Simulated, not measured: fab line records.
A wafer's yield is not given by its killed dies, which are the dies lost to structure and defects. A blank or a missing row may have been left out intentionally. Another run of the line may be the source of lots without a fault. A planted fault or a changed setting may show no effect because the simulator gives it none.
Matching of chambers :: flow n5 finfet :: rie diel-03 running N5_BEOL_M8_ETCH_61: 4 sister chambers
The step etches SiARC in CF4, target depth 45.5 nm, time 75.8 s. 4 wafers are shown with their chamber, then 9 later ones without.

WAFERS PAIRED WITH THEIR CHAMBERS
wafer: L083.4
chamber: 2
drypump motor current A (A): 5.7

wafer: L089.6
chamber: 0
drypump motor current A (A): 6.0

wafer: L090.5
chamber: 1
drypump motor current A (A): 6.6

wafer: L090.6
chamber: 3
drypump motor current A (A): 5.9

WAFERS WHOSE CHAMBER IS MISSING
wafer: L091.1
drypump motor current A (A): 5.6

wafer: L091.2
drypump motor current A (A): 5.9

wafer: L091.4
drypump motor current A (A): 5.7

wafer: L096.2
drypump motor current A (A): 5.9

wafer: L096.4
drypump motor current A (A): 5.9

wafer: L096.6
drypump motor current A (A): 6.1

wafer: L097.3
drypump motor current A (A): 5.9

wafer: L097.5
drypump motor current A (A): 5.7

wafer: L097.6
drypump motor current A (A): 5.9

THE CHAMBER EACH PASSED THROUGH
wafer: L091.1
from the rows above: 2
in truth: 2

wafer: L091.2
from the rows above: 3
in truth: 3

wafer: L091.4
from the rows above: 2
in truth: 2

wafer: L096.2
from the rows above: 3
in truth: 3

wafer: L096.4
from the rows above: 3
in truth: 3

wafer: L096.6
from the rows above: 0
in truth: 0

wafer: L097.3
from the rows above: 3
in truth: 3

wafer: L097.5
from the rows above: 2
in truth: 2

wafer: L097.6
from the rows above: 3
in truth: 3
Correctly placed: 9 of 9. From these rows, 0 cannot be placed. Wrongly placed: 0.
How it was worked out, from the rows above alone: a wafer's distance from a chamber is the root of the sum, over the readings, of the square of ((its reading less the chamber's mean) divided by the reading's scatter). The wafer belongs to the nearest chamber; if the next one is less than 2 further off, it can't be placed. For every chamber, the mean is computed from those of its wafers that are shown. The scatter: with one shown wafer a chamber, the root of the mean of the squares of how far each hidden wafer lies from its nearest shown one.
